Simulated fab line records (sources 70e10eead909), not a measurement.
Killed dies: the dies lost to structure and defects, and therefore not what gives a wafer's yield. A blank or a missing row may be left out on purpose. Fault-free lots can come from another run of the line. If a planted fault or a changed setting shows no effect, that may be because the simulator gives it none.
Struck lot and sound lot, side by side :: flow nand_harc :: 20 steps out of a route of 1159
Sound: the wafers L908.1, L908.2, L908.5. The struck wafers were L914.2, L914.4, L914.5. The cause is named last.
Per side, at each step with rows, come the tool, then ch with its chambers, and then its first start. Under that, the readings that differ: sound wafers :: struck wafers :: difference of the means :: sigmas: that difference in standard deviations of wafers without a fault.
alike: words and numbers the same on both sides, and readings whose means are apart by under 2 such deviations; not compared: readings that were withheld, readings missing a value for some wafer, numbers with overlapping values and no deviation given by the record, and bounds like >300 which may hide the same value.
A row with sigmas, a row that says differs or no value, or rows on one side alone: a step with any of these is where the two part. Numbers that don't overlap but have no deviation are shown without sigmas and don't part them. A reading missing from all wafers of one side parts the sides only when that side holds two or more wafers.

NHARC_P_GATE_CD_MEAS_59: target cd 720 nm.
  sound on cd_sem-02 ch 0, day 5 20:31; struck on cd_sem-03 ch 0, day 7 11:36
  alike: cd_nm
then, 1 step without rows for these wafers: NHARC_P_GATE_HARDBAKE_60 (time 80 s).
NHARC_P_GATE_DESCUM_61: chemistry O2, time 3 s.
  sound on rie_diel-11 ch 0,2,3, day 5 20:41; struck on rie_diel-10 ch 0,1,2, day 7 11:47
  alike: drypump_motor_current_A, oes_product_au, rf_vpp_V, showerhead_plenum_p_Torr, throttle_valve_pct
  not compared: rf_hours_counter_h
next, for these wafers, 1 step has no rows: NHARC_P_GATE_IMPLANT_62.
NHARC_P_GATE_STRIP_112: strips in N2/H2, time 200 s.
  sound on plasma_asher-02 ch 0,1, day 5 21:34; struck on plasma_asher-02 ch 0,1, day 7 12:10
  alike: drypump_motor_current_A, heater_power_w, rf_refl_power_W
  not compared: rf_hours_counter_h
NHARC_P_GATE_STRIP_76: strips in O2.
  sound on plasma_asher-02 ch 0,1, day 5 21:50; struck on plasma_asher-02 ch 0,1, day 7 12:25
  alike: drypump_motor_current_A, heater_power_w, rf_refl_power_W
  not compared: rf_hours_counter_h
then, 6 steps without rows for these wafers: NHARC_P_GATE_STRIP_63 (strips in SPM, time 900 s); NHARC_P_GATE_DEHYDRATE_83 (time 120 s); NHARC_P_GATE_HMDS_84 (time 30 s); NHARC_P_GATE_COAT_85; NHARC_P_GATE_SOFTBAKE_86 (time 95 s); NHARC_P_GATE_EBR_87.
NHARC_P_GATE_EXPOSE_88: exposes mask P HVN, target cd 2000 nm.
  sound on krf_scanner-02 ch 0, day 5 22:36; struck on krf_scanner-03 ch 0, day 7 13:11
reading: mask
sound: P_HVN#0 P_HVN#0 P_HVN#0
struck: P_HVN_R1#0 P_HVN_R1#0 P_HVN_R1#0
difference: differs
sigmas: 
  alike: focus_offset_nm
then, 2 steps without rows for these wafers: NHARC_P_GATE_PEB_89 (peb time 85 s); NHARC_P_GATE_DEVELOP_90 (time 70 s).
NHARC_P_GATE_CD_MEAS_91: target cd 2000 nm.
  sound on cd_sem-03 ch 0, day 5 22:46; struck on cd_sem-03 ch 0, day 7 13:20
reading: cd_nm (nm)
sound: 1996.1 1995.5 1994.7
struck: 1962.7 1964.7 1965.8
difference: -31.0
sigmas: -14
then, 1 step without rows for these wafers: NHARC_P_GATE_HARDBAKE_92 (time 80 s).
NHARC_P_GATE_DESCUM_93: chemistry O2, time 3 s.
  sound on rie_diel-10 ch 0,1,3, day 5 22:57; struck on rie_diel-10 ch 0,1,3, day 7 13:31
reading: model.P_GATE.cd_nm (nm)
sound: 1997 1996 1995
struck: 1963 1965 1967
difference: -31
sigmas: 
  alike: drypump_motor_current_A, oes_product_au, rf_vpp_V, showerhead_plenum_p_Torr, throttle_valve_pct
  not compared: rf_hours_counter_h
then, 2 steps without rows for these wafers: NHARC_P_GATE_IMPLANT_94; NHARC_END_SORT_01.

== WHERE THEY PART ==
Last at NHARC_P_GATE_CD_MEAS_91 as far as this record goes, first at NHARC_P_GATE_EXPOSE_88. Later steps at which nothing parts them and some readings are alike: NHARC_P_GATE_DESCUM_93.

WHY: whatever the simulator had introduced
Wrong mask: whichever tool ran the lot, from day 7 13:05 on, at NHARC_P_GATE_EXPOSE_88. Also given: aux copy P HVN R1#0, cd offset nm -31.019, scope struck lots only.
